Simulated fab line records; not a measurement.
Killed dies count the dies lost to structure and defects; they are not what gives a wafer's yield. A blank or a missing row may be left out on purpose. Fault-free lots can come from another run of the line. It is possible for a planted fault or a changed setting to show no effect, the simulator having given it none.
Chamber matching    flow n5-finfet    N5_BEOL_M2_PECVD_72 on pecvd-01: 3 sister chambers
The step deposits SiO2 from TEOS/O2, target thk 16 nm, time 18 s. 16 wafers are shown with their chamber, then 8 later ones without.

WAFERS, EACH WITH ITS CHAMBER
wafer   chamber  showerhead-plenum-p-Torr (Torr)  throttle-valve-pct (%)  heater-power-outer-w (W)
L075.2  0        8.81                             22.3                    433
L075.5  0        8.78                             22.0                    446
L075.6  2        8.86                             21.5                    358
L078.4  1        8.78                             21.7                    357
L078.5  2        8.85                             21.3                    391
L078.6  0        8.79                             21.9                    359
L080.2  0        8.81                             21.9                    386
L080.3  1        8.76                             21.3                    325
L080.6  0        8.81                             22.2                    396
L087.1  1        8.76                             21.8                    420
L087.5  2        8.84                             21.2                    315
L087.6  0        8.81                             22.4                    444
L088.4  1        8.76                             21.6                    369
L088.5  0        8.81                             22.3                    475
L088.6  2        8.86                             21.3                    373
L091.2  0        8.81                             22.1                    452

SIGNATURES (averages over the wafers above)
reading                   chamber 0  chamber 1  chamber 2  scatter within a chamber
showerhead-plenum-p-Torr  8.8038     8.7650     8.8525     0.011
throttle-valve-pct        22.137     21.600     21.325     0.185
heater-power-outer-w      423.88     367.75     359.25     37.9
Rule: distance of a wafer from a chamber = root of the sum over the readings of ((wafer's reading minus chamber's mean) / reading's scatter) squared. The wafer belongs to the nearest chamber; if the next one is less than 2 further off, it can't be placed. The scatter: take each reading less its chamber's mean, square it, sum over the shown wafers, divide by the number of wafers less the number of chambers, and take the root.

WAFERS MISSING THEIR CHAMBER
wafer   showerhead-plenum-p-Torr (Torr)  throttle-valve-pct (%)  heater-power-outer-w (W)
L091.5  8.88                             21.1                    358
L091.6  8.81                             22.1                    445
L092.2  8.80                             22.2                    461
L092.4  8.79                             21.7                    332
L092.5  8.87                             21.4                    366
L096.1  8.76                             21.9                    401
L096.4  8.79                             22.1                    457
L096.6  8.86                             21.5                    381

EACH ONE'S CHAMBER
wafer   from the rows above      in truth
L091.5  2                        2
L091.6  0                        0
L092.2  0                        0
L092.4  can't be placed: 1 or 0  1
L092.5  2                        2
L096.1  1                        1
L096.4  0                        0
L096.6  2                        2
Placed correctly: 7 of 8. Cannot be placed on the basis of these rows: 1; the candidates contain the true chamber in 1. Placed wrongly: 0.
